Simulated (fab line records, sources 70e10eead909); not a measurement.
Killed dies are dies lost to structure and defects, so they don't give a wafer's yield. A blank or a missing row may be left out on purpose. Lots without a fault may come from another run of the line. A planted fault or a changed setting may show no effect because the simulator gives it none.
Which tool did it? | flow nand_harc | 24 lots, 72 wafers sampled, at 2 steps of a route of 1302

WHAT THE GAUGES READ, wafer by wafer
NHARC_P_M0_CD_MEAS_09: target cd 90 nm.
lot  | measured     | on        | cd_nm (nm)
L074 | day 5 21:08  | cd_sem-03 | 90.4 90.9 90.4
L075 | day 6 11:42  | cd_sem-03 | 89.9 88.9 89.2
L076 | day 6 20:31  | cd_sem-03 | 89.9 90.0 90.0
L077 | day 7 09:29  | cd_sem-02 | 89.7 90.1 89.3
L078 | day 7 16:59  | cd_sem-02 | 89.1 89.5 90.1
L079 | day 8 07:41  | cd_sem-01 | 89.3 89.8 91.0
L080 | day 8 09:02  | cd_sem-01 | 90.2 89.0 88.8
L082 | day 9 05:50  | cd_sem-03 | 90.4 89.5 89.1
L081 | day 9 06:47  | cd_sem-03 | 91.0 90.3 90.7
L083 | day 9 22:14  | cd_sem-02 | 88.9 87.2 90.1
L084 | day 10 07:43 | cd_sem-02 | 89.4 90.4 88.3
L085 | day 10 14:05 | cd_sem-02 | 90.3 90.5 90.7
L086 | day 10 22:20 | cd_sem-02 | 89.8 90.2 90.0
L087 | day 12 02:23 | cd_sem-03 | 90.2 89.2 88.1
L088 | day 12 05:20 | cd_sem-01 | 90.0 90.1 88.8
L089 | day 12 16:21 | cd_sem-03 | 90.2 90.8 90.2
L090 | day 12 18:41 | cd_sem-03 | 89.6 88.0 89.1
L091 | day 13 05:44 | cd_sem-02 | 88.7 89.8 88.1
L092 | day 13 16:52 | cd_sem-02 | 89.5 90.8 88.2
L093 | day 14 03:21 | cd_sem-03 | 89.6 89.3 89.1
L094 | day 14 09:10 | cd_sem-03 | 87.8 88.1 90.1
L095 | day 14 20:40 | cd_sem-03 | 89.5 90.4 90.3
L096 | day 15 04:13 | cd_sem-03 | 90.1 92.1 90.2
L097 | day 15 16:36 | cd_sem-03 | 89.8 90.1 90.4

WHICH TOOL RAN EACH LOT (tool, then ch and the chambers of the sampled wafers, then the start)
lot  | NHARC_P_CONTACT_CVD_23
L074 | cvd_w-01 ch 0,1, day 5 21:08 or earlier
L075 | cvd_w-02 ch 0,1, day 6 11:42 or earlier
L076 | cvd_w-01 ch 0,1, day 6 20:31 or earlier
L077 | cvd_w-02 ch 0,1, day 7 09:29 or earlier
L078 | cvd_w-02 ch 0,1, day 7 16:59 or earlier
L079 | cvd_w-02 ch 0, day 8 07:41 or earlier
L080 | cvd_w-01 ch 0,1, day 8 09:02 or earlier
L082 | cvd_w-02 ch 0,1, day 9 05:50 or earlier
L081 | cvd_w-02 ch 0,1, day 9 06:47 or earlier
L083 | cvd_w-01 ch 0,1, day 9 22:14 or earlier
L084 | cvd_w-02 ch 0,1, day 10 07:43 or earlier
L085 | cvd_w-01 ch 0,1, day 10 14:05 or earlier
L086 | cvd_w-02 ch 0,1, day 10 22:20 or earlier
L087 | cvd_w-02 ch 0,1, day 12 02:23 or earlier
L088 | cvd_w-02 ch 0,1, day 12 05:20 or earlier
L089 | cvd_w-01 ch 0, day 12 16:21 or earlier
L090 | cvd_w-01 ch 0,1, day 12 18:41 or earlier
L091 | cvd_w-02 ch 0,1, day 13 05:44 or earlier
L092 | cvd_w-02 ch 0,1, day 13 16:52 or earlier
L093 | cvd_w-02 ch 0,1, day 14 03:21 or earlier
L094 | cvd_w-01 ch 0, day 14 09:10 or earlier
L095 | cvd_w-02 ch 0,1, day 14 20:40 or earlier
L096 | cvd_w-02 ch 0,1, day 15 04:13 or earlier
L097 | cvd_w-02 ch 0,1, day 15 16:36 or earlier
- NHARC_P_CONTACT_CVD_23: deposits W, target thk 200 nm, time 557 s.

WHAT THE TOOLS THEMSELVES READ (means of the sampled wafers that have a number; where no wafer has one, the mark that the record gives instead)
NHARC_P_CONTACT_CVD_23.
lot  | tool     | heater_power_w (W) | throttle_valve_pct (%)
L074 | cvd_w-01 | 469                | 8.22
L075 | cvd_w-02 | 531                | 7.76
L076 | cvd_w-01 | 460                | 8.27
L077 | cvd_w-02 | 533                | 7.74
L078 | cvd_w-02 | 524                | 7.84
L079 | cvd_w-02 | 494                | 7.67
L080 | cvd_w-01 | 466                | 8.14
L082 | cvd_w-02 | 563                | 7.88
L081 | cvd_w-02 | 572                | 7.81
L083 | cvd_w-01 | 487                | 8.13
L084 | cvd_w-02 | 536                | 8.02
L085 | cvd_w-01 | 488                | 8.20
L086 | cvd_w-02 | 574                | 7.87
L087 | cvd_w-02 | 574                | 7.92
L088 | cvd_w-02 | 580                | 8.03
L089 | cvd_w-01 | 459                | 8.10
L090 | cvd_w-01 | 475                | 8.07
L091 | cvd_w-02 | 550                | 7.87
L092 | cvd_w-02 | 555                | 7.81
L093 | cvd_w-02 | 512                | 7.82
L094 | cvd_w-01 | 463                | 8.22
L095 | cvd_w-02 | 565                | 7.75
L096 | cvd_w-02 | 516                | 7.77
L097 | cvd_w-02 | 558                | 7.79

THE ANSWER, worked out from the rows above alone
Rule: what is usual is taken from the lots themselves. Put in order of their means at a reading, lots are off if they are a third of the lots or fewer, leave a main group of 4 or more, and stand apart from it by a gap of 3 or more times the standard deviation of the main group's means; of several such gaps the widest counts. A main group whose means are all the same, to the digits that the tables above print for the reading, isn't used. A lot without any number at a reading at which 4 lots or more have one is off too. The other lots that the step has rows for count as sound. The gauges are gone through in route order, then the tools' own readings, and for those a lot's mean is taken as printed above. The first step at which some lot is off is used, and at that step the reading that is off furthest; a lot without a number counts as furthest.
No lot is off at any reading shown: from this, nothing can be told.

WHAT THE SIMULATOR HAD PUT IN
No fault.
